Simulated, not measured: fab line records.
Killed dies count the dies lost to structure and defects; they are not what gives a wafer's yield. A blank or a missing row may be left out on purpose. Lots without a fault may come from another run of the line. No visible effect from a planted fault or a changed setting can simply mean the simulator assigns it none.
Which tool did it? + flow nand harc + Sampling: 13 lots, 39 wafers, 4 of 1302 route steps

== WHAT THE GAUGES READ, wafer by wafer ==
Not one reading of a measure or inspect step in the record can be checked against a usual standard deviation.

== WHAT TOOL EACH LOT RAN ON (gives the tool, then ch and the chambers of the sampled wafers, and finally the start) ==
| lot  | NHARC_A_STAIRCASE_TRIM_187         | NHARC_A_STAIRCASE_ETCH_190         | NHARC_A_STAIRCASE_TRIM_191     | NHARC_A_STAIRCASE_ETCH_194     |
|------|------------------------------------|------------------------------------|--------------------------------|--------------------------------|
| L722 | rie diel-01 ch 2,3, day 15 13:11   | rie diel-01 ch 1,2,3, day 15 13:34 | rie diel-01 ch 0,3, no start   | rie diel-01 ch 1,2,3, no start |
| L723 | rie diel-03 ch 0,2,3, day 16 07:56 | rie diel-03 ch 2,3, day 16 08:18   | rie diel-03 ch 0,1,3, no start | rie diel-03 ch 0,3, no start   |
| L724 | rie diel-01 ch 0,1, day 16 18:11   | rie diel-01 ch 0,2, day 16 18:37   | rie diel-01 ch 0,1,3, no start | rie diel-01 ch 1,2,3, no start |
| L725 | rie diel-03 ch 0,2,3, day 17 12:56 | rie diel-03 ch 0,1,3, day 17 13:19 | rie diel-03 ch 0,3, no start   | rie diel-03 ch 1,3, no start   |
| L726 | rie diel-03 ch 0,3, day 17 18:49   | rie diel-03 ch 0,2,3, day 17 19:12 | rie diel-03 ch 0,2, no start   | rie diel-03 ch 1,2,3, no start |
| L728 | rie diel-01 ch 0,1,2, day 18 03:59 | rie diel-01 ch 0,1, day 18 04:47   | rie diel-01 ch 1,3, no start   | rie diel-01 ch 0,2,3, no start |
| L727 | rie diel-07 ch 0,2,3, day 18 09:58 | rie diel-07 ch 0,2,3, day 18 10:21 | rie diel-07 ch 0,2,3, no start | rie diel-07 ch 0,1,3, no start |
| L729 | rie diel-03 ch 0,2, day 19 01:10   | rie diel-03 ch 0,1, day 19 01:32   | rie diel-03 ch 1,2,3, no start | rie diel-03 ch 0,1,2, no start |
| L730 | rie diel-03 ch 2,3, day 19 09:11   | rie diel-03 ch 0,2,3, day 19 09:36 | rie diel-03 ch 1,3, no start   | rie diel-03 ch 0,3, no start   |
| L732 | rie diel-03 ch 1,2, day 20 16:43   | rie diel-03 ch 1,2,3, day 20 17:14 | rie diel-03 ch 0,1,3, no start | rie diel-03 ch 0,3, no start   |
| L735 | rie diel-07 ch 0,1,2, day 21 11:05 | rie diel-07 ch 0,3, day 21 11:27   | rie diel-07 ch 0,1,3, no start | rie diel-07 ch 1,2,3, no start |
| L738 | rie diel-01 ch 2,3, day 22 06:48   | rie diel-01 ch 0,2,3, day 22 07:11 | rie diel-01 ch 2,3, no start   | rie diel-01 ch 0,1,2, no start |
| L743 | rie diel-03 ch 0,1,3, day 24 10:46 | rie diel-03 ch 0,2, day 24 11:10   | rie diel-03 ch 1,2,3, no start | rie diel-03 ch 1,2, no start   |
- NHARC_A_STAIRCASE_TRIM_187: chemistry O2, time 211.2 s.
- NHARC_A_STAIRCASE_ETCH_190: etches the open film in C4F8/O2, target depth 100 nm, time 40.5 s.
- NHARC_A_STAIRCASE_TRIM_191: chemistry O2, time 211.2 s.
- NHARC_A_STAIRCASE_ETCH_194: etches the open film in C4F8/O2, target depth 100 nm, time 40.5 s.

== AS READ BY THE TOOLS THEMSELVES (means over the sampled wafers that have a number; for cases with no such wafer, the mark the record gives instead) ==
NHARC_A_STAIRCASE_TRIM_187.
| lot  | tool        | drypump motor current A (A) | oes product au (a.u.) | rf vpp V (V) | showerhead plenum p Torr (Torr) | throttle valve pct (%) |
|------|-------------|-----------------------------|-----------------------|--------------|---------------------------------|------------------------|
| L722 | rie diel-01 | 5.1                         | 0.991                 | 57.5         | 3.36                            | 17.038                 |
| L723 | rie diel-03 | 5.6                         | 1.016                 | 57.2         | 3.42                            | 17.033                 |
| L724 | rie diel-01 | 5.7                         | 0.993                 | 57.9         | 3.57                            | 17.039                 |
| L725 | rie diel-03 | 5.6                         | 1.003                 | 57.7         | 3.42                            | 17.035                 |
| L726 | rie diel-03 | 5.1                         | 1.004                 | 57.3         | 3.49                            | 17.026                 |
| L728 | rie diel-01 | 5.5                         | 1.005                 | 56.7         | 3.51                            | 17.033                 |
| L727 | rie diel-07 | 5.9                         | 1.017                 | 57.5         | 3.70                            | 17.036                 |
| L729 | rie diel-03 | 5.8                         | 1.009                 | 56.8         | 3.34                            | 17.030                 |
| L730 | rie diel-03 | 5.9                         | 1.010                 | 58.0         | 3.42                            | 17.038                 |
| L732 | rie diel-03 | 6.2                         | 0.999                 | 58.2         | 3.75                            | 17.039                 |
| L735 | rie diel-07 | 5.8                         | 0.998                 | 57.2         | 3.55                            | 17.032                 |
| L738 | rie diel-01 | 5.3                         | 1.004                 | 58.0         | 3.31                            | 17.033                 |
| L743 | rie diel-03 | 5.6                         | 1.012                 | 57.5         | 3.51                            | 17.029                 |

NHARC_A_STAIRCASE_ETCH_190.
| lot  | tool        | oes product au (a.u.) | rf vpp V (V) | run length s (s) |
|------|-------------|-----------------------|--------------|------------------|
| L722 | rie diel-01 | 0.926                 | 891          | 61.6             |
| L723 | rie diel-03 | 0.960                 | 890          | 62.5             |
| L724 | rie diel-01 | 0.947                 | 893          | 62.2             |
| L725 | rie diel-03 | 0.956                 | 896          | 62.0             |
| L726 | rie diel-03 | 0.944                 | 892          | 62.0             |
| L728 | rie diel-01 | 0.950                 | 900          | 61.6             |
| L727 | rie diel-07 | 0.956                 | 902          | 62.1             |
| L729 | rie diel-03 | 0.946                 | 898          | 61.6             |
| L730 | rie diel-03 | 0.956                 | 891          | 62.0             |
| L732 | rie diel-03 | 0.945                 | 901          | 62.3             |
| L735 | rie diel-07 | 0.930                 | 903          | 62.3             |
| L738 | rie diel-01 | 0.952                 | 893          | 61.6             |
| L743 | rie diel-03 | 0.932                 | 897          | 54.5             |

NHARC_A_STAIRCASE_TRIM_191.
| lot  | tool        | drypump motor current A (A) | oes product au (a.u.) | rf vpp V (V) | showerhead plenum p Torr (Torr) | throttle valve pct (%) |
|------|-------------|-----------------------------|-----------------------|--------------|---------------------------------|------------------------|
| L722 | rie diel-01 | 5.1                         | 0.990                 | 56.9         | 3.50                            | 17.037                 |
| L723 | rie diel-03 | 5.6                         | 1.003                 | 57.4         | 3.54                            | 17.031                 |
| L724 | rie diel-01 | 5.3                         | 0.989                 | 56.7         | 3.53                            | 17.039                 |
| L725 | rie diel-03 | 5.1                         | 1.002                 | 57.2         | 3.49                            | 17.033                 |
| L726 | rie diel-03 | 5.3                         | 1.015                 | 58.2         | 3.41                            | 17.042                 |
| L728 | rie diel-01 | 5.4                         | 0.996                 | 57.4         | 3.41                            | 17.031                 |
| L727 | rie diel-07 | 5.9                         | 1.010                 | 57.9         | 3.70                            | 17.035                 |
| L729 | rie diel-03 | 6.1                         | 1.009                 | 57.9         | 3.47                            | 17.027                 |
| L730 | rie diel-03 | 6.1                         | 1.016                 | 57.9         | 3.58                            | 17.032                 |
| L732 | rie diel-03 | 5.7                         | 1.010                 | 57.2         | 3.52                            | 17.043                 |
| L735 | rie diel-07 | 5.7                         | 1.006                 | 57.9         | 3.58                            | 17.037                 |
| L738 | rie diel-01 | 5.3                         | 1.012                 | 57.9         | 3.31                            | 17.037                 |
| L743 | rie diel-03 | 6.1                         | 1.000                 | 57.7         | 3.62                            | 17.027                 |

NHARC_A_STAIRCASE_ETCH_194.
| lot  | tool        | oes product au (a.u.) | rf vpp V (V) | run length s (s) |
|------|-------------|-----------------------|--------------|------------------|
| L722 | rie diel-01 | 0.938                 | 892          | 61.3             |
| L723 | rie diel-03 | 0.951                 | 895          | 61.7             |
| L724 | rie diel-01 | 0.944                 | 890          | 61.6             |
| L725 | rie diel-03 | 0.953                 | 899          | 62.2             |
| L726 | rie diel-03 | 0.952                 | 894          | 62.3             |
| L728 | rie diel-01 | 0.934                 | 893          | 61.6             |
| L727 | rie diel-07 | 0.959                 | 897          | 62.1             |
| L729 | rie diel-03 | 0.949                 | 893          | 61.9             |
| L730 | rie diel-03 | 0.968                 | 894          | 62.3             |
| L732 | rie diel-03 | 0.948                 | 894          | 62.2             |
| L735 | rie diel-07 | 0.945                 | 896          | 62.0             |
| L738 | rie diel-01 | 0.940                 | 895          | 61.8             |
| L743 | rie diel-03 | 0.939                 | 903          | 62.2             |

== THE ANSWER, worked out from the rows above alone ==
Rule: what is usual is taken from the lots themselves. Put in order of their means at a reading, lots are off if they are a third of the lots or fewer, leave a main group of 4 or more, and stand apart from it by a gap of 3 or more times the standard deviation of the main group's means; of several such gaps the widest counts. The tables above print the reading to a certain number of digits; a main group whose means all agree to those digits is not used. A lot without any number at a reading at which 4 lots or more have one is off too. The other lots that the step has rows for count as sound. First the gauges in route order, then the tools' own readings, where a lot's mean is used as printed above. At the first step where some lot is off, the reading lying furthest off is the one used; lots without a number count as furthest.
Off, at NHARC_A_STAIRCASE_ETCH_190 on run length s: L743. For the main group the mean is 62.0 s and the standard deviation 0.31.
If a tool, at that step or one of the process steps before it, ran each lot that is off and ran no sound lot following the first of them, it fits. One fits: NHARC_A_STAIRCASE_TRIM_187 and NHARC_A_STAIRCASE_ETCH_190 on rie diel-03. At NHARC_A_STAIRCASE_TRIM_187 its last sound lot is L732 (day 20 16:43), its first lot that is off L743 (day 24 10:46): a fault that began between those two fits.

== WHAT HAD BEEN PUT IN BY THE SIMULATOR ==
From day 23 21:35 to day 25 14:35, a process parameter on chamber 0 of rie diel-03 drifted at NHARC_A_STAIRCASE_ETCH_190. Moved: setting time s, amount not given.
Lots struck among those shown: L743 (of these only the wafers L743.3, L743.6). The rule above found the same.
